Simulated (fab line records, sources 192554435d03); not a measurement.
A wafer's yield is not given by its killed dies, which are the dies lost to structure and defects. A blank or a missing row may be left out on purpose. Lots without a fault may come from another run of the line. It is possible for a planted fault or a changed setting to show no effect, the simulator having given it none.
Comparing a struck lot with a sound one || flow n5 finfet || 38 out of 1938 route steps
Sound: wafers L130.1, L130.2, L130.5. The struck wafers were L131.1, L131.3, L131.5. At the end, the cause is stated.
Order at every step that has rows: each side's tool, ch and its chambers, its first start. Under that, the readings that differ: sound wafers || struck wafers || difference of the means || sigmas: that difference in standard deviations of wafers without a fault.
alike: words and numbers the same on both sides, and readings whose means are apart by under 2 such deviations; not compared: readings that were withheld, readings missing a value for some wafer, numbers with overlapping values and no deviation given by the record, and bounds like >300 which may hide the same value.
The two part at a step that has a row with sigmas, a row that says differs or no value, or rows on one side only. Numbers that have no deviation but don't overlap get no sigmas and don't part them. A reading that every wafer of one side lacks parts them only if that side has two wafers or more.

first, 9 steps without rows for these wafers: N5_BEOL_M8_DESCUM_33 (chemistry O2, time 7 s); N5_BEOL_M8_ETCH_72 (etches underlayer in N2/H2, target depth 6.5 nm, time 5.2 s); N5_BEOL_M8_ETCH_65 (etches SiARC in CF4, target depth 15.6 nm, time 26 s); N5_BEOL_M8_ETCH_66 (etches SOC in N2/H2, target depth 80 nm, overetch 16 nm, time 120 s); N5_BEOL_M8_STRIP_69 (strips in N2/H2); N5_BEOL_M8_STRIP_73 (strips in N2/H2); N5_BEOL_M8_VIA_ETCH_34 (etches SiCOH lowk in C4F6/O2, target depth 125.5 nm, time 50.5 s); N5_BEOL_M8_STRIP_76 (strips in C4F6/O2); N5_BEOL_M8_STRIP_36 (strips in N2/H2).
N5_BEOL_M8_TRENCH_ETCH_37: etches SiCOH lowk in C4F6/O2, target depth 93.478 nm, time 31.2 s.
  sound on rie diel-06 ch 0,1, day 11 10:31; struck on rie diel-04 ch 1,2, day 11 06:50
{"reading": "drypump motor current A (A)", "sound": "6.6 6.0 6.6", "struck": "5.2 5.8 5.2", "difference": -1.0, "sigmas": -2}
{"reading": "oes_ar_750_au (a.u.)", "sound": "0.95 0.99 0.95", "struck": "0.60 0.61 0.60", "difference": -0.36, "sigmas": -4}
{"reading": "oes product au (a.u.)", "sound": "0.93 1.00 0.93", "struck": "0.65 0.66 0.65", "difference": -0.30, "sigmas": -3}
{"reading": "rf fwd power W (W)", "sound": "338.4 341.0 339.2", "struck": "256.2 255.1 255.9", "difference": -83.8, "sigmas": -60}
{"reading": "rf vpp V (V)", "sound": "654 667 654", "struck": "750 748 751", "difference": "+91", "sigmas": "+6"}
{"reading": "model.BEOL_M8.feature depth nm (nm)", "sound": "92.2 99.4 92.8", "struck": "81.6 82.6 82", "difference": -12.7, "sigmas": ""}
{"reading": "model.etch.depth nm (nm)", "sound": "92.17 99.34 92.82", "struck": "81.67 82.63 82.02", "difference": -12.67, "sigmas": ""}
  alike: showerhead plenum p Torr, throttle valve pct
  not compared: rf hours counter h
then, 2 steps without rows for these wafers: N5_BEOL_M8_ETCH_41 (etches SiCN in CH3F/O2, target depth 31.9 nm, time 57.8 s); N5_BEOL_M8_STRIP_80 (strips in N2/H2, time 10 s).
N5_BEOL_M8_OCD_MEAS_38:
  sound on ocd-02 at day 11 10:41; struck on ocd-01 at day 11 06:59
{"reading": "trench depth nm (nm)", "sound": "92.4 99.3 93.1", "struck": "81.6 82.4 81.7", "difference": -13.0, "sigmas": -5}
then, 13 steps without rows for these wafers: N5_BEOL_M8_HM_STRIP_39 (strips TiN in peroxide tin strip, target depth 25 nm, time 158 s); N5_BEOL_M8_SRD_40 (time 30 s); N5_BEOL_M8_PRECLEAN_42 (cleans in residue remover, time 60 s); N5_BEOL_M8_SRD_43 (time 30 s); N5_BEOL_M8_CURE_75 (cures SiCOH lowk, time 120 s); N5_BEOL_M8_DEGAS_44 (time 60 s); N5_BEOL_M8_PRE_CLEAN_45 (time 30 s); N5_BEOL_M8_ALD_77 (deposits TaN, target thk 2 nm, pulse time 2 s, purge time 3 s); N5_BEOL_M8_SURFACE_TREAT_79; N5_BEOL_M8_CVD_78 (deposits Co from CCTBA/H2, target thk 2 nm, time 142.3 s); N5_BEOL_M8_SPUTTER_48 (material Cu, target thk 10 nm, time 1.667 s); N5_BEOL_M8_ECD_50 (material Cu, target thk 300 nm); N5_BEOL_M8_ANNEAL_51 (time 90 s).
N5_BEOL_M8_CMP_52: polishes, stops on SiCOH lowk, t overpolish 6.9 s, target thk 80 nm.
  sound on cmp-04 ch 2,3, day 11 13:23; struck on cmp-03 ch 1,2,3, day 11 08:58
{"reading": "model.Cu_of_BEOL_M8_ECD_50.thk nm (nm)", "sound": "78.6 89.2 79.6", "struck": "67.6 67.8 69.8", "difference": -14.1, "sigmas": ""}
  alike: barrier field endpoint s, edge zone pressure frac, motor current A, overpolish run s, time to endpoint s
  not compared: pad life wafers
N5_BEOL_M8_THK_MEAS_53: measures by xrf.
  sound on film metro-01 at day 11 13:40; struck on film metro-02 at day 11 09:11
{"reading": "M8_THK (nm)", "sound": "80 90 81", "struck": "68 69 71", "difference": -14, "sigmas": -5}
then, 2 steps without rows for these wafers: N5_BEOL_M8_PRE_CLEAN_55 (time 15 s); N5_BEOL_M8_DEP_56 (deposits SiCN from 3MS/NH3, target thk 10 nm, time 17.5 s).
N5_BEOL_M8_RS_MEAS_57: measurement is done with a four-point probe.
  sound on film metro-02 at day 11 13:48; struck on film metro-01 at day 11 09:19
{"reading": "M8_RS (ohm/sq)", "sound": "0.293 0.252 0.287", "struck": "0.349 0.348 0.336", "difference": "+0.067", "sigmas": "+6"}
then, 5 steps without rows for these wafers: N5_BEOL_M9_ILD_DEP_00 (deposits SiCOH lowk from DEMS/porogen, target thk 308.51 nm, time 58 s); N5_BEOL_M9_CURE_71 (cures SiCOH lowk, time 240 s); N5_BEOL_M9_PECVD_70 (deposits SiO2 from TEOS/O2, target thk 20 nm, time 22.7 s); N5_BEOL_M9_HM_DEP_02 (deposits TiN, target thk 20 nm); N5_BEOL_M9_COAT_59 (time 60 s, resist thk 100 nm).
-- the record jumps here: 2 days lie between the struck wafers' starts before and after (it left off in module BEOL_M9 and takes up again in module BEOL_M15, whose first step shown is number 1830 of the route) --
N5_BEOL_M15_RC_MEAS_101:
  sound on prober-01 ch 0, day 13 22:24; struck on prober-02 ch 0, day 13 15:22
{"reading": "COMB_M5 (S/m)", "sound": "3.5e-11 4.2e-11 5.4e-11", "struck": "2.5e-11 2.7e-11 3.2e-11", "difference": -1.6e-11, "sigmas": -2}
{"reading": "SERP_M5 (ohm/um)", "sound": "35.9 36.6 36.5", "struck": "41.4 40.3 40.8", "difference": "+4.5", "sigmas": "+2"}
{"reading": "SERP_M8 (ohm/um)", "sound": "13.5 11.8 14.1", "struck": "16.2 15.9 15.4", "difference": "+2.7", "sigmas": "+4"}
{"reading": "SERP_M8_max_site (ohm/um)", "sound": "14.1 11.9 14.7", "struck": "16.7 16.8 16.0", "difference": "+2.9", "sigmas": "+4"}
  alike: COMB_M10, COMB_M10_max_site, COMB_M11, COMB_M12, COMB_M13, COMB_M14, COMB_M15, COMB_M6, COMB_M7, COMB_M8, COMB_M9, SERP_M10, SERP_M11, SERP_M12, SERP_M12_max_site, SERP_M13, SERP_M14, SERP_M6, SERP_M7, SERP_M9
N5_PASSIVATION_PROBE_49:
  sound on prober-02 at day 14 12:25; struck on prober-01 at day 14 03:50
  alike: defect limited yield, killed_at_M0_to_M3, killed_at_M4_up, killed at contacts, killed at front end, killed at other, killed dies, killed open, killed short, sort_bin_5_function, sort_bin_6_memory, sort n pass, sort yield pct

== WHERE THEY PART ==
First at N5_BEOL_M8_TRENCH_ETCH_37; last, within this record, at N5_BEOL_M15_RC_MEAS_101. Later steps at which nothing parts them and some readings are alike: N5_PASSIVATION_PROBE_49.

WHY: what had been put in by the simulator
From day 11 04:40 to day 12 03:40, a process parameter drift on rie diel-04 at N5_BEOL_M8_TRENCH_ETCH_37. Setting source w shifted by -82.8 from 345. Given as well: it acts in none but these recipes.
